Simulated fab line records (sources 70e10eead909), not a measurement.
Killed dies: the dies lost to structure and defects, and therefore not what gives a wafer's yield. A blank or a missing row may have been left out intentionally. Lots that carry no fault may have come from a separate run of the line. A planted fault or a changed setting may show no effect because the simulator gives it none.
fab line records	flow nand_harc
[record] lots = 5	wafers = 15	last_day = 25
route steps=1159 shown A_SGD_CUT@753 END@1159
lots with no fault: from the same line, run without faults
start_h: start of the lot's first displayed wafer, in hours after the record's first day	wait_h: hours from the lot's prior step to this one	" repeats the value in the row above	L1.1+2: a row that stands for several wafers	- either no value or no given start	* or withheld: withheld	< > ~ a bound
route shown NAME@n: names a module that has steps shown in the file, with the first one's number in the route	usual: mean/standard deviation taken from wafers without a fault	same: alike in all rows	chamber/n: place in a boat	sites: readings site by site	_std_site: how widely they spread, as a standard deviation	_edge_site: the outer-site mean with the inner-site mean subtracted	radius_mm: how far each site lies from the wafer's centre	mask NAME#n: copy n	behind: tool/chamber where the wafer was last shaped	hold: why the lot was held/for how many hours/how that ended	device: transistor that didn't switch, given as n, p or np	end of line: the tests these same wafers got at the end of their route	step lacking rows: just its recipe	killed: dies lost to structure and defects at the first sort, not the wafer's yield	map: shows each die of a wafer: x if killed, . if not, _ if none is there
set.NAME: the run value of the setting; set.NAME@STEP: its run value at that earlier step	model.NAME: the simulator's own value behind a step, which no gauge read
certain route steps with their lots: each step a table, each wafer a row
services: the hour from which a tool's chamber was out of use, counted from the record's first day as start_h (under 0 if before that day), plus the number of hours and why
[[steps]]
[step NHARC_A_SGD_CUT_SOFTBAKE_04]
[recipe] temp_c = 105	time_s = 55
[step NHARC_A_SGD_CUT_EBR_05]
[step NHARC_A_SGD_CUT_EXPOSE_06]
[recipe] na = 1.35	dose_mj = 85.59	mask_id = SGD
[step NHARC_A_SGD_CUT_PEB_07]
[recipe] peb_temp_c = 100	peb_time_s = 65
[step NHARC_A_SGD_CUT_DEVELOP_08]
[recipe] develop_time_s = 35	dev_temp_c = 23
[step NHARC_A_SGD_CUT_CD_MEAS_09]
[recipe] target_cd_nm = 100	landing_energy_ev = 500
[usual] cd_nm = 100.5/0.63
lot.wafer	tool	chamber	start_h	wait_h	cd_nm
L474.3	cd_sem-02	0	320.60	-	99.8
L474.4	"	0	"	"	101.0
L474.6	"	0	"	"	100.0
L482.2	cd_sem-03	0	363.61	-	99.0
L482.3	"	0	"	"	100.4
L482.6	"	0	"	"	99.6
L486.2	cd_sem-03	0	397.46	-	100.4
L486.4	"	0	"	"	101.0
L486.6	"	0	"	"	99.7
L490.1	cd_sem-03	0	426.67	-	100.6
L490.2	"	0	"	"	101.1
L490.3	"	0	"	"	99.7
L495.1	cd_sem-03	0	458.62	-	99.9
L495.4	"	0	"	"	99.8
L495.5	"	0	"	"	99.9
[step NHARC_A_SGD_CUT_OVL_MEAS_10]
[usual] overlay_x_nm = -0.1/0.75	overlay_y_nm = -0.2/0.99
lot.wafer	tool	chamber	start_h	wait_h	overlay_x_nm	overlay_y_nm
L474.3	overlay-02	-	320.68	-	-0.2	0.1
L474.4	"	-	"	"	-0.6	1.1
L474.6	"	-	"	"	-0.4	1.1
L482.2	overlay-01	-	363.69	-	0.4	-0.8
L482.3	"	-	"	"	-0.1	-0.2
L482.6	"	-	"	"	0.2	-0.6
L486.2	overlay-02	-	397.55	-	-0.2	0.0
L486.4	"	-	"	"	-0.7	0.2
L486.6	"	-	"	"	-0.4	0.4
L490.1	overlay-02	-	426.75	-	0.7	0.4
L490.2	"	-	"	"	0.9	0.4
L490.3	"	-	"	"	0.7	0.3
L495.1	overlay-02	-	458.71	-	-1.4	-1.6
L495.4	"	-	"	"	-2.0	-1.5
L495.5	"	-	"	"	-0.7	-1.1
[step NHARC_A_SGD_CUT_INSPECT_11]
[usual] raw_defect_count = 17/8.7
lot.wafer	tool	chamber	start_h	wait_h	raw_defect_count
L474.3	defect_inspect-02	-	320.72	0.0	10
L474.4	"	-	"	"	7
L474.6	"	-	"	"	15
L482.2	defect_inspect-01	-	363.73	0.0	10
L482.3	"	-	"	"	11
L482.6	"	-	"	"	12
L486.2	defect_inspect-02	-	397.59	0.0	24
L486.4	"	-	"	"	21
L486.6	"	-	"	"	26
L490.1	defect_inspect-01	-	426.79	0.0	23
L490.2	"	-	"	"	18
L490.3	"	-	"	"	26
L495.1	defect_inspect-01	-	458.74	0.0	7
L495.4	"	-	"	"	7
L495.5	"	-	"	"	3
[step NHARC_A_SGD_CUT_DESCUM_14]
[recipe] time_s = 3	o2_flow_sccm = 200	ar_flow_sccm = 0	bias_power_w = 0	chemistry = O2
[usual] drypump_motor_current_A = 5.7/0.4	oes_product_au = 1.000/0.013	rf_vpp_V = 57.7/0.95	showerhead_plenum_p_Torr = 1.90/0.098	throttle_valve_pct = 11.311/0.0093
lot.wafer	tool	chamber	start_h	wait_h	drypump_motor_current_A	oes_product_au	rf_hours_counter_h	rf_vpp_V	showerhead_plenum_p_Torr	throttle_valve_pct
L474.3	rie_diel-06	1	320.79	0.1	5.7	1.006	8	58.6	1.96	11.304
L474.4	"	3	"	"	5.2	0.994	6	57.7	2.00	11.312
L474.6	"	1	"	"	5.7	1.008	-	58.2	1.96	11.327
L482.2	rie_diel-09	0	363.79	0.1	5.3	0.979	11	57.9	2.01	11.318
L482.3	"	3	"	"	5.8	1.006	11	56.7	1.81	11.316
L482.6	"	1	"	"	6.3	0.992	-	57.0	1.95	11.309
L486.4	rie_diel-04	3	397.66	0.1	5.8	1.003	7	56.7	1.79	11.325
L486.2	"	0	"	"	5.9	0.990	6	58.1	1.88	11.316
L486.6	"	2	"	"	5.8	0.985	-	58.7	2.06	11.306
L490.2	rie_diel-04	3	426.85	0.1	5.8	1.006	9	56.5	1.79	11.317
L490.1	"	0	"	"	5.9	0.994	8	58.5	1.88	11.296
L490.3	"	1	"	"	5.9	1.016	8	56.9	1.82	11.304
L495.4	rie_diel-06	0	458.82	0.1	5.0	0.996	2	57.5	1.80	11.296
L495.1	"	2	"	"	6.5	1.024	3	57.9	1.79	11.317
L495.5	"	3	"	"	5.2	1.007	-	58.5	1.99	11.336
[step NHARC_A_SGD_CUT_ETCH_58]
[recipe] target_depth_a = 390	over_etch_frac = 0.3	time_s = 65	ion_energy_ev = 80	cf4_flow_sccm = 150	ar_flow_sccm = 0	rf_w = 300	bias_w = 100	chemistry = CF4
[usual] drypump_motor_current_A = 5.7/0.4	oes_product_au = 1.002/0.014	rf_vpp_V = 151.1/1.3	run_length_s = 86.54/0.3	showerhead_plenum_p_Torr = 1.75/0.08	throttle_valve_pct = 13.284/0.01
lot.wafer	tool	chamber	start_h	wait_h	drypump_motor_current_A	oes_product_au	rf_hours_counter_h	rf_vpp_V	run_length_s	showerhead_plenum_p_Torr	throttle_valve_pct
L474.3	rie_diel-06	3	320.86	0.1	5.2	0.993	6	151.1	86.38	1.84	13.284
L474.4	"	0	"	"	5.0	1.000	8	152.1	86.28	1.67	13.285
L474.6	"	3	"	"	5.2	0.991	-	151.9	86.55	1.84	13.301
L482.3	rie_diel-09	2	363.87	0.1	5.5	1.026	9	149.7	86.32	1.77	13.279
L482.2	"	3	"	"	5.8	1.010	11	149.4	86.08	1.68	13.283
L482.6	"	3	"	"	5.8	1.018	-	150.8	86.35	1.68	13.268
L486.4	rie_diel-04	2	397.74	0.1	5.7	0.986	7	152.4	86.58	1.89	13.289
L486.2	"	0	"	"	5.8	0.999	6	151.0	86.89	1.74	13.281
L486.6	"	2	"	"	5.7	0.989	-	152.0	86.71	1.89	13.286
L490.1	rie_diel-04	1	426.94	0.1	5.9	1.020	8	150.8	86.63	1.69	13.287
L490.3	"	3	"	"	5.8	1.002	9	150.7	86.42	1.67	13.297
L490.2	"	0	"	"	5.8	0.988	8	150.3	86.60	1.74	13.295
L495.4	rie_diel-06	3	458.89	0.1	5.2	1.007	3	153.2	85.95	1.84	13.305
L495.1	"	2	"	"	6.5	1.018	3	150.4	86.30	1.66	13.293
L495.5	"	3	"	"	5.2	1.015	-	152.7	86.36	1.84	13.284
[step NHARC_A_SGD_CUT_ETCH_59]
[recipe] target_depth_a = 2600	over_etch_frac = 0.25	time_s = 406.25	ion_energy_ev = 200	n2_flow_sccm = 150	h2_flow_sccm = 150	ar_flow_sccm = 0	rf_w = 400	bias_w = 150	chemistry = N2/H2
[usual] drypump_motor_current_A = 5.7/0.41	oes_product_au = 1.002/0.013	rf_vpp_V = 430/3.1	run_length_s = 427.8/0.31	showerhead_plenum_p_Torr = 2.02/0.1	throttle_valve_pct = 14.170/0.0087
lot.wafer	tool	chamber	start_h	wait_h	drypump_motor_current_A	oes_product_au	rf_hours_counter_h	rf_vpp_V	run_length_s	showerhead_plenum_p_Torr	throttle_valve_pct
L474.3	rie_diel-06	2	-	-	6.5	1.002	8	426	427.3	1.91	14.163
L474.4	"	1	"	"	5.6	1.002	8	432	427.7	2.09	14.165
L474.6	"	3	"	"	5.2	0.991	-	434	427.2	2.13	14.169
L482.3	rie_diel-09	0	-	-	5.4	0.976	11	433	427.5	2.14	14.178
L482.2	"	1	"	"	6.3	1.014	10	430	427.5	2.07	14.167
L482.6	"	3	"	"	5.8	1.005	-	428	427.5	1.93	14.171
L486.2	rie_diel-04	2	-	-	5.8	0.987	7	433	427.6	2.20	14.175
L486.4	"	3	"	"	5.8	1.001	7	426	428.0	1.91	14.154
L486.6	"	3	"	"	5.8	1.007	-	425	427.8	1.91	14.170
L490.2	rie_diel-04	2	-	-	5.8	0.997	9	434	428.5	2.20	14.160
L490.1	"	3	"	"	5.8	0.996	9	428	428.2	1.91	14.184
L490.3	"	1	"	"	5.9	1.025	8	427	427.9	1.94	14.168
L495.1	rie_diel-06	2	-	-	6.5	1.013	3	427	427.7	1.91	14.162
L495.4	"	3	"	"	5.2	0.995	3	433	427.4	2.13	14.163
L495.5	"	2	"	"	6.5	1.023	-	425	427.5	1.91	14.163
[step NHARC_A_SGD_CUT_ETCH_15]
[recipe] target_depth_a = 750	time_s = 64.3	ch3f_flow_sccm = 50	o2_flow_sccm = 30	ar_flow_sccm = 200	rf_w = 500	bias_w = 100	chemistry = CH3F/O2
[usual] drypump_motor_current_A = 5.7/0.4	oes_product_au = 0.965/0.022	rf_vpp_V = 263.5/1.9	run_length_s = 85.8/0.32	showerhead_plenum_p_Torr = 2.43/0.12	throttle_valve_pct = 20.664/0.0086
lot.wafer	tool	chamber	start_h	wait_h	drypump_motor_current_A	oes_product_au	rf_hours_counter_h	rf_vpp_V	run_length_s	showerhead_plenum_p_Torr	throttle_valve_pct
L474.4	rie_diel-06	1	-	-	5.7	0.962	8	263.1	85.8	2.52	20.654
L474.3	"	0	"	"	5.0	0.970	8	262.5	86.0	2.32	20.664
L474.6	"	2	"	"	6.5	0.988	-	262.1	85.7	2.31	20.655
L482.3	rie_diel-09	1	-	-	6.3	0.930	10	264.9	85.3	2.50	20.668
L482.2	"	3	"	"	5.8	0.929	11	261.7	85.9	2.34	20.681
L482.6	"	1	"	"	6.3	0.919	-	264.8	85.2	2.50	20.666
L486.2	rie_diel-04	2	-	-	5.7	0.926	7	265.1	85.6	2.63	20.668
L486.4	"	3	"	"	5.8	0.944	7	260.6	85.7	2.31	20.671
L486.6	"	2	"	"	5.8	0.922	-	266.3	85.6	2.64	20.672
L490.1	rie_diel-04	0	-	-	5.9	0.951	9	264.6	85.9	2.41	20.660
L490.2	"	1	"	"	5.9	0.966	8	260.8	86.3	2.34	20.659
L490.3	"	2	"	"	5.7	0.940	9	265.4	85.8	2.63	20.692
L495.1	rie_diel-06	1	-	-	5.6	0.980	3	263.5	86.0	2.52	20.657
L495.4	"	2	"	"	6.5	1.010	3	261.2	85.4	2.31	20.671
L495.5	"	3	"	"	5.2	0.952	-	264.7	85.3	2.56	20.666
[step NHARC_A_SGD_CUT_ETCH_16]
[recipe] target_depth_a = 3105	time_s = 155.2	c4f8_flow_sccm = withheld	o2_flow_sccm = 8	ar_flow_sccm = withheld	rf_w = 600	bias_w = 800	chemistry = C4F8/O2/Ar
[usual] oes_product_au = 0.975/0.021	rf_vpp_V = 722/4.9	run_length_s = 176.73/0.27
lot.wafer	tool	chamber	start_h	wait_h	oes_product_au	rf_hours_counter_h	rf_vpp_V	run_length_s
L474.4	rie_diel-06	3	321.37	-	0.981	6	727	176.43
L474.3	"	0	"	"	0.982	8	717	176.47
L474.6	"	2	"	"	1.000	-	718	176.86
L482.2	rie_diel-09	3	364.36	-	0.947	11	718	176.55
L482.3	"	2	"	"	0.981	9	724	176.52
L482.6	"	3	"	"	0.941	-	716	176.58
L486.2	rie_diel-04	1	398.23	-	0.979	6	717	177.07
L486.4	"	2	"	"	0.957	7	729	176.61
L486.6	"	1	"	"	0.974	-	719	176.93
L490.3	rie_diel-04	1	427.46	-	1.003	8	719	176.91
L490.1	"	2	"	"	0.969	9	730	176.80
L490.2	"	0	"	"	0.983	9	722	67.40
L495.1	rie_diel-06	1	459.39	-	0.975	3	727	176.87
L495.4	"	3	"	"	0.979	3	727	176.49
L495.5	"	0	"	"	0.972	-	719	176.62
[step NHARC_A_SGD_CUT_STRIP_60]
[recipe] c4f8_flow_sccm = withheld	o2_flow_sccm = 8	ar_flow_sccm = withheld	bias_w = 0	chemistry = C4F8/O2/Ar
[step NHARC_END_SORT_01]
[recipe] temp_c = 25
[usual] killed_at_array = 27/10	killed_at_other = 0.6/0.96	killed_at_periphery = 3.4/2.7	killed_dies = 31/10	killed_open = 2.9/1.8	killed_short = 1.8/1.4
[same] gross_dies = 677
lot.wafer	tool	chamber	start_h	wait_h	killed_at_array	killed_at_other	killed_at_periphery	killed_dies	killed_open	killed_short
L474.3	prober-02	0	474.28	3.1	22	0	4	26	5	0
L474.4	prober-02	0	475.07	3.4	28	1	3	32	5	2
L474.6	prober-02	0	476.66	4.0	28	0	2	30	2	2
L482.2	prober-02	0	493.59	2.8	15	1	3	19	5	3
L482.3	prober-02	0	494.40	3.1	19	0	3	22	1	1
L482.6	prober-02	0	496.81	4.0	13	0	1	14	2	3
L486.2	prober-01	0	532.19	2.8	22	0	1	23	1	2
L486.4	prober-01	0	533.78	3.4	20	1	1	22	3	0
L486.6	prober-01	0	535.37	4.0	28	2	5	35	2	3
L490.2	prober-01	0	564.37	2.8	676	0	1	677	4	0
L495.1	prober-02	0	592.46	2.5	39	0	7	46	1	2
L495.4	prober-02	0	594.85	3.4	28	0	6	34	2	5
L495.5	prober-02	0	595.65	3.7	20	2	2	24	0	0
// killed by level:class
L474.3 A_SLIT:chamber_film_flake=11 A_WL_FILL:geometric_particle:open=2 P_ZERO_WELL:chamber_film_flake=2 A_CHANNEL_HOLE_D1:chamber_film_flake=2 A_CHANNEL_FILL_D1:chamber_film_flake=2 A_STAIRCASE:chamber_film_flake=2 A_CONTACT:chamber_film_flake=2 P_GATE:geometric_particle:open=1
L474.4 A_SLIT:chamber_film_flake=11 A_CONTACT:chamber_film_flake=7 A_STAIRCASE:chamber_film_flake=3 A_CHANNEL_FILL_D1:geometric_particle:open=2 A_WL_FILL:geometric_particle:short=2 P_CONTACT:geometric_particle:open=1 A_SGD_CUT:geometric_particle:open=1 P_ZERO_WELL:chamber_film_flake=1
L474.6 A_SLIT:chamber_film_flake=12 A_CHANNEL_HOLE_D1:chamber_film_flake=5 A_STAIRCASE:chamber_film_flake=3 A_CONTACT:chamber_film_flake=3 A_CHANNEL_FILL_D1:geometric_particle:short=1 A_WL_FILL:geometric_particle:open=1 A_CONTACT:geometric_particle:open=1 A_CONTACT:geometric_particle:short=1
L482.2 A_CHANNEL_HOLE_D1:chamber_film_flake=5 A_STAIRCASE:chamber_film_flake=4 A_CONTACT:geometric_particle:open=2 P_STI:geometric_particle:open=1 P_M0:geometric_particle:open=1 A_SOURCE_PLATE:geometric_particle:short=1 A_ONON_D1:geometric_particle:open=1 A_WL_FILL:geometric_particle:short=1
L482.3 A_STAIRCASE:chamber_film_flake=8 A_BLC:chamber_film_flake=5 A_CHANNEL_HOLE_D1:chamber_film_flake=4 P_M1:chamber_film_flake=2 P_CONTACT:geometric_particle:open=1 A_CONTACT:geometric_particle:short=1 A_SLIT:chamber_film_flake=1
L482.6 A_STAIRCASE:chamber_film_flake=4 A_CHANNEL_HOLE_D1:chamber_film_flake=3 A_BLC:chamber_film_flake=2 P_GATE:geometric_particle:open=1 A_STAIRCASE:geometric_particle:short=1 A_SGD_CUT:geometric_particle:short=1 A_WL_FILL:geometric_particle:short=1 A_WL_FILL:geometric_particle:open=1
L486.2 A_CHANNEL_HOLE_D1:chamber_film_flake=13 A_CONTACT:chamber_film_flake=3 A_WL_FILL:geometric_particle:short=2 A_CONTACT:geometric_particle:open=1 P_GATE:chamber_film_flake=1 A_ZERO_WELL:chamber_film_flake=1 A_CHANNEL_FILL_D1:chamber_film_flake=1 A_SLIT:chamber_film_flake=1
L486.4 A_CHANNEL_HOLE_D1:chamber_film_flake=13 A_CONTACT:geometric_particle:open=2 A_CONTACT:chamber_film_flake=2 A_M0:geometric_particle:open=1 P_GATE:chamber_film_flake=1 A_ZERO_WELL:chamber_film_flake=1 A_STAIRCASE:chamber_film_flake=1 THIN_TSV:chamber_film_flake=1
L486.6 A_CHANNEL_HOLE_D1:chamber_film_flake=17 A_CONTACT:chamber_film_flake=5 A_WL_FILL:geometric_particle:short=2 P_GATE:chamber_film_flake=2 THIN_TSV:chamber_film_flake=2 P_CONTACT:geometric_particle:short=1 P_CONTACT:geometric_particle:open=1 A_SGD_CUT:geometric_particle:open=1
L490.2 A_SGD_CUT:area_etch=644 A_CHANNEL_HOLE_D1:chamber_film_flake=15 A_CONTACT:chamber_film_flake=9 A_M1:chamber_film_flake=2 A_ONON_D1:geometric_particle:open=1 A_CHANNEL_HOLE_D1:geometric_particle:open=1 A_SGD_CUT:geometric_particle:open=1 A_M0:geometric_particle:open=1
L495.1 A_SLIT:chamber_film_flake=25 A_M0:chamber_film_flake=5 P_STI:chamber_film_flake=3 P_CONTACT:chamber_film_flake=3 A_CONTACT:chamber_film_flake=3 A_SOURCE_PLATE:geometric_particle:short=1 A_WL_FILL:geometric_particle:short=1 A_CONTACT:geometric_particle:open=1
L495.4 A_SLIT:chamber_film_flake=19 P_CONTACT:chamber_film_flake=4 A_CONTACT:geometric_particle:open=2 P_M0:geometric_particle:short=1 A_CHANNEL_HOLE_D1:geometric_particle:short=1 A_SGD_CUT:geometric_particle:short=1 A_WL_FILL:geometric_particle:short=1 A_M0:geometric_particle:short=1
L495.5 A_SLIT:chamber_film_flake=15 A_M0:chamber_film_flake=3 P_GATE:chamber_film_flake=1 P_CONTACT:chamber_film_flake=1 A_CHANNEL_HOLE_D1:chamber_film_flake=1 A_CONTACT:chamber_film_flake=1 THIN_TSV:chamber_film_flake=1 HYBRID_BOND:latent=1
// map L490.2 (x killed, . not)
____________x____________
_________xxxxxxx_________
_______xxxxxxxxxxx_______
______xxxxxxxxxxxxx______
_____xxxxxxxxxxxxxxx_____
____xxxxxxxxxxxxxxxxx____
____xxxxxxxxxxxxxxxxx____
___xxxxxxxxxxxxxxxxxxx___
___xxxxxxxxxxxxxxxxxxx___
__xxxxxxxxxxxxxxxxxxxxx__
__xxxxxxxxxxxxxxxxxxxxx__
_xxxxxxxxxxxxxxxxxxxxxxx_
_xxxxxxxxxxxxxxxxxxxxxxx_
_xxxxxxxxxxxxxxxxxxxxxxx_
_xxxxxxxxxxxxxxxxxxxxxxx_
_xxxxxxxxxxxxxxxxxxxxxxx_
xxxxxxxxxxxxxxxxxxxxxxxxx
xxxxxxxxxxxxxxxxxxxxxxxxx
xxxxxxxxxxxxxxxxxxxxxxxxx
xxxxxxxxxxxxxxxxxxxxxxxxx
xxxxxxxxxxxxxxxxxxxxxxxxx
_xxxxxxxxxxxxxxxxxxxxxxx_
_xxxxxxxxxxxxxxxxxxxxxxx_
_xxxxxxxxxxxxxxxxxxxxxxx_
_xxxxxxxxxxxxxxxxxxxxxxx_
_xxxxxxxxxxxxxxxxxxxxxxx_
__xxxxxxxxxxxxxxxxxxxxx__
__xxxxxxxxxxxxxxxxxxxxx__
___xxxxxxxxxxxxxxxxxxx___
___xxxxxxxxxxxxxxxxxxx___
____xxxxxxxxxxxxxxxxx____
____xxxxxxxxxxxxxxxxx____
_____xxxxxxxxxxxxxxx_____
______xxxxxxxxxxxxx______
_______xxxxxxxxxxx_______
_________xxxxxxx_________
____________x____________
// map L486.6 (x killed, . not)
____________.____________
_________......._________
_______..........._______
______...x.........______
_____..............._____
____.................____
____....x............____
___..x................___
___..x................___
__..x.......x...x......__
__......x..............__
_.x..xxxx.x....x........_
_..x..xxx..............._
_...x..x................_
_.....xx................_
_..x..x................._
..x......................
............x............
.........................
..........x..............
.........................
_......................._
_x....x.....x..........._
_......................._
_......................._
_......................._
__x.........x..........__
__.....................__
___......x...........x___
___...................___
____.................____
____.................____
_____..............._____
______.............______
_______..........._______
_________......._________
____________.____________
[[services]]
tool	chamber	start_h	hours	kind
rie_diel-04	0	297.90	-	clean
rie_diel-04	1	297.90	-	clean
rie_diel-04	2	297.90	-	clean
rie_diel-04	3	297.90	-	clean
rie_diel-06	0	299.20	-	clean
rie_diel-06	1	299.20	-	clean
rie_diel-06	2	299.20	-	clean
rie_diel-06	3	299.20	-	clean
rie_diel-09	-	302.44	0.8	repair
rie_diel-04	0	322.41	-	clean
rie_diel-04	1	322.41	-	clean
rie_diel-04	2	322.41	-	clean
rie_diel-04	3	322.41	-	clean
rie_diel-06	0	323.78	-	clean
rie_diel-06	1	323.78	-	clean
rie_diel-04	-	345.11	3.8	repair
rie_diel-09	-	376.93	1.6	repair
rie_diel-09	1	387.03	26.8	repair
rie_diel-09	0	394.11	5.0	repair
rie_diel-09	2	396.33	6.0	repair
rie_diel-04	1	415.73	2.4	repair
rie_diel-09	2	416.30	11.9	repair
rie_diel-06	-	418.20	9.0	pm
rie_diel-09	-	431.44	9.0	pm
[[key]]
[first_sign] step = NHARC_A_SGD_CUT_ETCH_16	reading = run_length_s	direction = down	sigmas = 99+	usual = *	struck = *
[effect] step = NHARC_END_SORT_01	reading = killed_dies	direction = up	sigmas = 65	usual = 31	struck = 677
[more_kills_born_at] NHARC_A_SGD_CUT_ETCH_16@rie_diel-04 = 644
met_at NHARC_A_SGD_CUT_ETCH_16
struck_wafers L490.2
later_rows_left_out L490.2
tester_left_out L490
[fault] kind = process_parameter_drift	tool = rie_diel-04	chamber = 0	onset_h = 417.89	steps = NHARC_A_SGD_CUT_ETCH_16	channel = time_s	offset = *	shape = step	end_h = 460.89	acts_in = *	stated = *
// tester_left_out: of these lots the tester's yield and bins aren't shown, on N5 and GAA mostly nor the transistor test; their killed dies are dies lost to structure and defects alone, not to doping, threshold or leakage, so they don't give the yield
// later_rows_left_out: the simulator's readings of these wafers behind a module that went badly wrong aren't trusted and aren't shown, but for the sort
